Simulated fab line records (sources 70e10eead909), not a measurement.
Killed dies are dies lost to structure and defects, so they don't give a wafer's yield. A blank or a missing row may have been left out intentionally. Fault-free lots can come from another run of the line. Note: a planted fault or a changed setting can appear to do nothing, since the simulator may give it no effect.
Matching of chambers + flow nandHarc + NHARC_A_CHANNEL_FILL_D1_ALD_16 on aldHk-04: 4 sister chambers
The step deposits SiO2, target thk 1.5 nm, pulse time 10 s, ald cycles 15. 18 wafers are shown with their chamber, then 9 later ones without.

## WAFERS, EACH WITH ITS CHAMBER
| wafer  | chamber | heaterPowerW (W) | precursorPulseHeightRel | susceptorTempC (C) |
|--------|---------|------------------|-------------------------|--------------------|
| L074.2 | 3       | 465              | 1.002                   | 300.26             |
| L074.5 | 1       | 467              | 1.001                   | 299.99             |
| L074.6 | 2       | 420              | 1.036                   | 299.77             |
| L077.2 | 0       | 489              | 1.004                   | 299.53             |
| L077.3 | 3       | 463              | 1.005                   | 300.09             |
| L077.5 | 2       | 426              | 0.981                   | 299.65             |
| L085.2 | 2       | 445              | 1.015                   | 300.32             |
| L085.4 | 1       | 455              | 1.003                   | 300.25             |
| L085.6 | 3       | 495              | 1.028                   | 299.70             |
| L086.1 | 0       | 480              | 1.022                   | 300.04             |
| L086.3 | 3       | 486              | 0.975                   | 299.86             |
| L086.4 | 1       | 445              | 1.015                   | 300.25             |
| L088.1 | 3       | 494              | 1.014                   | 300.17             |
| L088.2 | 1       | 444              | 0.981                   | 299.72             |
| L088.5 | 1       | 443              | 0.996                   | 299.99             |
| L091.1 | 0       | 478              | 0.981                   | 300.07             |
| L091.4 | 1       | 457              | 1.017                   | 300.10             |
| L091.5 | 0       | 487              | 0.975                   | 300.30             |

SIGNATURES (averages over the wafers above)
| reading                 | chamber 0 | chamber 1 | chamber 2 | chamber 3 | scatter within a chamber |
|-------------------------|-----------|-----------|-----------|-----------|--------------------------|
| heaterPowerW            | 483.50    | 451.83    | 430.33    | 480.60    | 11.5                     |
| precursorPulseHeightRel | 0.99550   | 1.00217   | 1.01067   | 1.00480   | 0.0195                   |
| susceptorTempC          | 299.9850  | 300.0500  | 299.9133  | 300.0160  | 0.265                    |
Rule: a wafer lies at a distance from a chamber equal to the root of the sum of squares, over the readings, of (its reading less the chamber's mean, divided by the reading's scatter). If the next closest chamber is less than 2 further off than the closest, the wafer can't be placed; otherwise it belongs to the closest. How the scatter is found: for the shown wafers, subtract from each reading the mean of its chamber, square and add these, divide the total by (wafers less chambers), then take the root.

## WAFERS WITHOUT THEIR CHAMBER
| wafer  | heaterPowerW (W) | precursorPulseHeightRel | susceptorTempC (C) |
|--------|------------------|-------------------------|--------------------|
| L092.1 | 480              | 0.996                   | 299.78             |
| L092.2 | 477              | 0.974                   | 300.29             |
| L092.6 | 479              | 0.990                   | 299.83             |
| L093.2 | 476              | 0.993                   | 299.79             |
| L093.3 | 453              | 0.992                   | 300.24             |
| L093.6 | 446              | 0.978                   | 299.83             |
| L096.3 | 458              | 0.996                   | 300.06             |
| L096.4 | 433              | 1.012                   | 300.08             |
| L096.5 | 476              | 1.023                   | 299.77             |

## THE CHAMBER EACH PASSED THROUGH
| wafer  | from the rows above               | in truth |
|--------|-----------------------------------|----------|
| L092.1 | can't be placed: 0 or 3 or 1      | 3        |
| L092.2 | can't be placed: 0 or 3 or 1      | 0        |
| L092.6 | can't be placed: 0 or 3 or 1      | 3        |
| L093.2 | can't be placed: 0 or 3 or 1      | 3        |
| L093.3 | can't be placed: 1 or 2 or 3 or 0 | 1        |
| L093.6 | can't be placed: 1 or 2 or 3 or 0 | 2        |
| L096.3 | can't be placed: 1 or 3 or 0 or 2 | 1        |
| L096.4 | can't be placed: 2 or 1           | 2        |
| L096.5 | can't be placed: 3 or 0 or 1      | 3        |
Placed correctly: 0 of 9. Not placeable from these rows: 9 (in 9, the candidates include the true chamber). Number placed wrongly: 0.
